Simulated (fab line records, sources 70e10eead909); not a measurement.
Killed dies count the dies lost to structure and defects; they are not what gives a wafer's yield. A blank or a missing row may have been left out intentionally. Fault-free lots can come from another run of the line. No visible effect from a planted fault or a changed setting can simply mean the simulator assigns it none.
Check for tools in common ; flow nand-harc ; Lots sampled 13, wafers sampled 39

## THE REASON FOR OPENING IT
On 2 of the 13 lots, a flag is raised at NHARC_A_ONON_D1_THK_MEAS_05 on the reading thk-nm. Fault-free wafers read 1000 nm, with a standard deviation of 7.8.
Rule: a lot is flagged in two cases, either no wafer of it has a number, or all its wafers with numbers fall more than 4 standard deviations from that mean. All remaining lots are regarded as sound.

lot;measured;on;thk-nm (nm), wafer by wafer;flag
L935;day 7 09:53;film-metro-02;991 988 990;
L937;day 7 22:02;film-metro-02;1004 1006 1004;
L936;day 7 22:02;film-metro-01;1010 1009 1006;
L938;day 8 14:56;film-metro-02;998 1003 998;
L939;day 8 14:58;film-metro-01;1005 1005 1003;
L941;day 9 09:58;film-metro-02;1008 1009 1008;
L944;day 10 03:23;film-metro-02;1448 1449 1447;FLAGGED
L949;day 10 18:16;film-metro-01;1423 1420 1420;FLAGGED
L951;day 11 12:48;film-metro-01;991 990 990;
L952;day 11 21:01;film-metro-01;993 995 993;
L955;day 12 03:04;film-metro-02;1006 1005 1006;
L956;day 12 20:07;film-metro-01;996 995 996;
L958;day 13 12:17;film-metro-02;996 998 995;
Average over the flagged lots: 1434 nm; offset from the usual +434 nm, equal to +56 standard deviations.

## LOT BY LOT: THE TOOL USED
Before the reading, the record contains 2 process steps out of a 1159-step route. In each cell: the tool, then ch and the chambers that the sampled wafers went through, then the start.
lot;flag;NHARC_P_BONDPAD_ANNEAL_28;NHARC_A_ONON_D1_DEP_03
L935;;rtp-anneal-02 ch 0, day 6 07:59;pecvd-onon-02 ch 0, day 7 09:23
L937;;rtp-anneal-01 ch 0, day 6 22:07;pecvd-onon-02 ch 0, day 7 21:35
L936;;rtp-anneal-02 ch 0, day 6 20:23;pecvd-onon-01 ch 0, day 7 21:32
L938;;rtp-anneal-02 ch 0, day 7 11:32;pecvd-onon-01 ch 0, day 8 14:25
L939;;rtp-anneal-01 ch 0, day 7 09:50;pecvd-onon-02 ch 0, day 8 14:27
L941;;rtp-anneal-02 ch 0, day 8 06:51;pecvd-onon-03 ch 0, day 9 09:35
L944;FLAGGED;rtp-anneal-01 ch 0, day 8 22:41;pecvd-onon-02 ch 0, day 10 02:52
L949;FLAGGED;rtp-anneal-01 ch 0, day 9 13:15;pecvd-onon-02 ch 0, day 10 17:48
L951;;rtp-anneal-01 ch 0, day 10 10:05;pecvd-onon-03 ch 0, day 11 12:24
L952;;rtp-anneal-01 ch 0, day 10 20:00;pecvd-onon-03 ch 0, day 11 20:34
L955;;rtp-anneal-01 ch 0, day 11 00:36;pecvd-onon-01 ch 0, day 12 02:33
L956;;rtp-anneal-01 ch 0, day 11 16:30;pecvd-onon-01 ch 0, day 12 19:43
L958;;rtp-anneal-01 ch 0, day 12 07:53;pecvd-onon-01 ch 0, day 13 11:50
These steps, and what they do:
- NHARC_P_BONDPAD_ANNEAL_28: time 90 s.
- NHARC_A_ONON_D1_DEP_03: target thk 1000 nm.
- NHARC_A_ONON_D1_THK_MEAS_05: measures by ellipsometry.

## FLAGGED AGAINST TOTAL, ONE TOOL AT A TIME (gauges that did the reading follow at the end)
step;tool;lots run;flagged;share of the flagged lots;sound lots run after its first flagged lot
NHARC_P_BONDPAD_ANNEAL_28;rtp-anneal-01;9;2;all;5 (L951,L952,L955,L956,L958)
NHARC_P_BONDPAD_ANNEAL_28;rtp-anneal-02;4;0;none;-
NHARC_A_ONON_D1_DEP_03;pecvd-onon-01;5;0;none;-
NHARC_A_ONON_D1_DEP_03;pecvd-onon-02;5;2;all;0
NHARC_A_ONON_D1_DEP_03;pecvd-onon-03;3;0;none;-
NHARC_A_ONON_D1_THK_MEAS_05;film-metro-01;6;1;some;3 (L951,L952,L956)
NHARC_A_ONON_D1_THK_MEAS_05;film-metro-02;7;1;some;2 (L955,L958)

## WHAT THE TABLE PERMITS
Every flagged lot went through 2 rows of the table: rtp-anneal-01 at NHARC_P_BONDPAD_ANNEAL_28 and pecvd-onon-02 at NHARC_A_ONON_D1_DEP_03.
- rtp-anneal-01 at NHARC_P_BONDPAD_ANNEAL_28: 2 of its 9 lots flagged. After the first flagged lot (L951, L952, L955, L956, L958), sound lots still ran on it; a lasting fault on the whole tool would not permit that.
- pecvd-onon-02 at NHARC_A_ONON_D1_DEP_03: 2 of its 5 lots flagged. It ran its last sound lot, L939, at day 8 14:27 and its first flagged lot, L944, at day 10 02:52: a fault with its onset between the two fits.
Just one tool remains: pecvd-onon-02 at NHARC_A_ONON_D1_DEP_03.

## WHAT THE SIMULATOR HAD INSERTED
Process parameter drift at NHARC_A_ONON_D1_DEP_03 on pecvd-onon-02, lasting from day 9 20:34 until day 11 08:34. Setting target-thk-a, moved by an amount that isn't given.
Shown lots that were struck: L944, L949. The rule above reached the same finding.
